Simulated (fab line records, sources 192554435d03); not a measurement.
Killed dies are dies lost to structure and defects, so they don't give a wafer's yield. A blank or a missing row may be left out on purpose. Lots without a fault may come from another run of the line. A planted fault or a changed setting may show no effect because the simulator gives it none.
Split-lot experiment | flow n5_finfet | 7 lots, 21 wafers read, on a route of 1938 steps

THE SPLIT
At N5_BEOL_M3_COAT_05 (resist thk 30 nm), the setting spin_rpm was moved away from the recipe's 1500 rpm on 5 of the 21 wafers read, by -6.7% to +11.0%. The other wafers ran this setting at the recipe's value.

FROM THE SPLIT TO THE READING: what the file shows between them, 4 steps
- N5_BEOL_M3_EXPOSE_08: exposes mask M3 (also split here: dose_mj)
- N5_BEOL_M3_PEB_09: peb time 60 s
- N5_BEOL_M3_DEVELOP_10: develop time 30 s
- N5_BEOL_M3_CD_MEAS_11: target cd 17.05 nm

THE READING
CAR-EUV_of_BEOL_M3_COAT_05.thk_nm (the simulator's own value, which no gauge read), in nm, at N5_BEOL_M3_DESCUM_16 (chemistry O2, time 7 s). The file gives no usual value for it. The 16 wafers here that ran the recipe average 26.1 nm, standard deviation 0.093 nm.

wafer  | tool, chamber at the split | spin_rpm as run, rpm | against the recipe | CAR-EUV_of_BEOL_M3_COAT_05.thk_nm, nm | against lot-mates on the recipe
L074.3 | litho_track-03, 0          | 1500                 | recipe             | 26                                    | -
L074.5 | litho_track-03, 0          | 1500                 | recipe             | 26                                    | -
L074.6 | litho_track-03, 0          | 1500                 | recipe             | 26                                    | -
L076.2 | litho_track-03, 0          | 1400                 | -6.7%              | 27.2                                  | +1.2
L076.4 | litho_track-03, 0          | 1400                 | -6.7%              | 27.2                                  | +1.2
L076.5 | litho_track-03, 0          | 1500                 | recipe             | 26                                    | -
L088.1 | litho_track-03, 0          | 1500                 | recipe             | 26                                    | -
L088.3 | litho_track-03, 0          | 1500                 | recipe             | 26                                    | -
L088.6 | litho_track-03, 0          | 1500                 | recipe             | 26                                    | -
L087.1 | litho_track-04, 0          | 1648                 | +9.9%              | 24.6                                  | -1.4
L087.5 | litho_track-04, 0          | 1500                 | recipe             | 26                                    | -
L087.6 | litho_track-04, 0          | 1500                 | recipe             | 26                                    | -
L090.3 | litho_track-03, 0          | 1500                 | recipe             | 26                                    | -
L090.6 | litho_track-03, 0          | 1500                 | recipe             | 26                                    | -
L090.4 | litho_track-03, 0          | 1423                 | -5.1%              | 26.8                                  | +0.8
L092.3 | litho_track-01, 0          | 1500                 | recipe             | 26.2                                  | -
L092.5 | litho_track-01, 0          | 1500                 | recipe             | 26.2                                  | -
L092.6 | litho_track-01, 0          | 1500                 | recipe             | 26.2                                  | -
L091.2 | litho_track-03, 0          | 1500                 | recipe             | 26.2                                  | -
L091.5 | litho_track-03, 0          | 1500                 | recipe             | 26.2                                  | -
L091.3 | litho_track-03, 0          | 1665                 | +11.0%             | 24.6                                  | -1.6

THE FIT
A straight line over all 21 wafers: CAR-EUV_of_BEOL_M3_COAT_05.thk_nm changes by -0.148 nm for each +1% of spin_rpm; r = -0.99; the points scatter about the line by 0.1 nm.
The same after taking each lot's own level away (the mean of its wafers on the recipe; 21 wafers): -0.155 nm for each +1%; r = -1.00; scatter 0.06 nm.
On that fit, the largest move of spin_rpm shifts the reading by 1.7 nm.
The lots' own levels span 26.00 to 26.20 nm, that is 2.2 times the standard deviation above.
So the lot-to-lot level changes the slope little: the two slopes agree.
Check: with one of the wafers moved furthest among these (+11.0%) left out of the fit, the line predicts -1.72 nm for it against its lot-mates. It came out at -1.6 nm against them.

OTHER SPLITS ON THESE WAFERS
These wafers also went through other splits before the reading. Each is held against what the fit with the lots' levels taken away leaves over:
other split on the same wafers            | wafers away from the commonest value | r with CAR-EUV_of_BEOL_M3_COAT_05.thk_nm (lot level and that fit taken away)
N5_BEOL_M0_TRENCH_ETCH_107 target_depth_a | 9                                    | +0.29
N5_BEOL_M2_TRENCH_ETCH_37 bias_w          | 5                                    | +0.04
N5_BEOL_M3_EXPOSE_08 dose_mj              | 7                                    | -0.52

THE WHOLE CHAIN: every reading that the file lists as answering this split, in the file's order
step                 | what it does           | reading                                                                            | change (the file's fit)               | r (the file's)
N5_BEOL_M3_COAT_05   | resist thk 30 nm       | CAR-EUV_of_BEOL_M3_COAT_05.thk_nm (the simulator's own value, which no gauge read) | -0.143 nm for each +1% of the setting | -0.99
N5_BEOL_M3_DESCUM_16 | chemistry O2, time 7 s | CAR-EUV_of_BEOL_M3_COAT_05.thk_nm (the simulator's own value, which no gauge read) | -0.151 nm for each +1% of the setting | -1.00

THE FILE'S OWN FIT
CAR-EUV_of_BEOL_M3_COAT_05.thk_nm changes by -0.151 nm for each +1% of spin_rpm, r = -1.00.
